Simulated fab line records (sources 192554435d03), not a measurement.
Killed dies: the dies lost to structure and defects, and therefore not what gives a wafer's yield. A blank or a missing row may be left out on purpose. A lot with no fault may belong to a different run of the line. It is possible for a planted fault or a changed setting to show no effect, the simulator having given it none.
Lot-split experiment -- flow n5_finfet -- on a route of 1938 steps: 7 lots, 21 wafers read

== THE SPLIT ITSELF ==
At N5_BEOL_M7_ETCH_66 (etches SOC in N2/H2, target depth 80 nm, overetch 16 nm, time 120 s), the setting time_s was moved away from the recipe's 120 s on 10 of the 21 wafers read, by -18.6% to +16.2%. For the rest of the wafers, this setting stayed at what the recipe calls for.

Reading taken at the split's own step.

== THE READING ==
SiARC_of_BEOL_M7_COAT_64.thk_nm (the simulator's own value, which no gauge read), in nm, at N5_BEOL_M7_ETCH_66 (etches SOC in N2/H2, target depth 80 nm, overetch 16 nm, time 120 s). There is no usual value for it anywhere in the file. Average 6.4 nm, standard deviation 0.17 nm, over the 11 wafers here run with the recipe.

wafer,"tool, chamber at the split","time_s as run, s",against the recipe,"SiARC_of_BEOL_M7_COAT_64.thk_nm, nm",against lot-mates on the recipe
L074.1,"rie_diel-06, 1",97.73,-18.6%,7.4,+1.0
L074.2,"rie_diel-06, 0,1",120,recipe,6.4,-
L074.5,"rie_diel-06, 0,1",120,recipe,6.4,-
L081.1,"rie_diel-06, 2",120,recipe,6.4,-
L081.6,"rie_diel-06, 2",120,recipe,6.4,-
L081.5,"rie_diel-06, 3",120,recipe,6.8,-
L089.3,"rie_diel-03, 3",131.9,+9.9%,6,no lot-mate on the recipe
L089.5,"rie_diel-03, 1,0",131.9,+9.9%,5.6,no lot-mate on the recipe
L089.6,"rie_diel-03, 1,0",131.9,+9.9%,5.6,no lot-mate on the recipe
L090.1,"rie_diel-03, 3",120,recipe,6.6,-
L090.2,"rie_diel-03, 2,0",97.72,-18.6%,7.4,+0.8
L090.4,"rie_diel-03, 2,0",97.72,-18.6%,7.4,+0.8
L091.2,"rie_diel-03, 1",120,recipe,6.2,-
L091.3,"rie_diel-03, 3,2",139.4,+16.2%,5.6,-0.6
L091.4,"rie_diel-03, 3,2",139.4,+16.2%,5.6,-0.6
L093.1,"rie_diel-03, 1",120,recipe,6.2,-
L093.3,"rie_diel-03, 3",108.1,-9.9%,7,+0.7
L093.4,"rie_diel-03, 0",120,recipe,6.4,-
L096.2,"rie_diel-03, 2",120,recipe,6.6,-
L096.3,"rie_diel-03, 0",105.7,-11.9%,7.2,+0.7
L096.5,"rie_diel-03, 0",120,recipe,6.4,-
The file does not say which wafer passed through which chamber wherever a row lists several chambers: such a row stands for several wafers.

THE FIT
A straight line over all 21 wafers: SiARC_of_BEOL_M7_COAT_64.thk_nm changes by -0.0557 nm for each +1% of time_s; r = -0.96; the points scatter about the line by 0.16 nm.
The same after taking each lot's own level away (the mean of its wafers on the recipe; 18 wafers): -0.0451 nm for each +1%; r = -0.96; scatter 0.13 nm.
The reading moves by 0.84 nm for the largest change in time_s, on that fit.
From 6.20 to 6.60 nm: that is the span of the lots' own levels, equal to 2.4 times the standard deviation above.
Hence the slope depends on the lot-to-lot level, as the two fits are not the same.
Check: for one of the wafers moved furthest among these (-18.6%), held out of the fit, the line's prediction against its lot-mates is +0.901 nm. Against them it came out at +0.8 nm.

== THE FILE'S OWN FIT ==
SiARC_of_BEOL_M7_COAT_64.thk_nm changes by -0.049 nm for each +1% of time_s, r = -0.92.
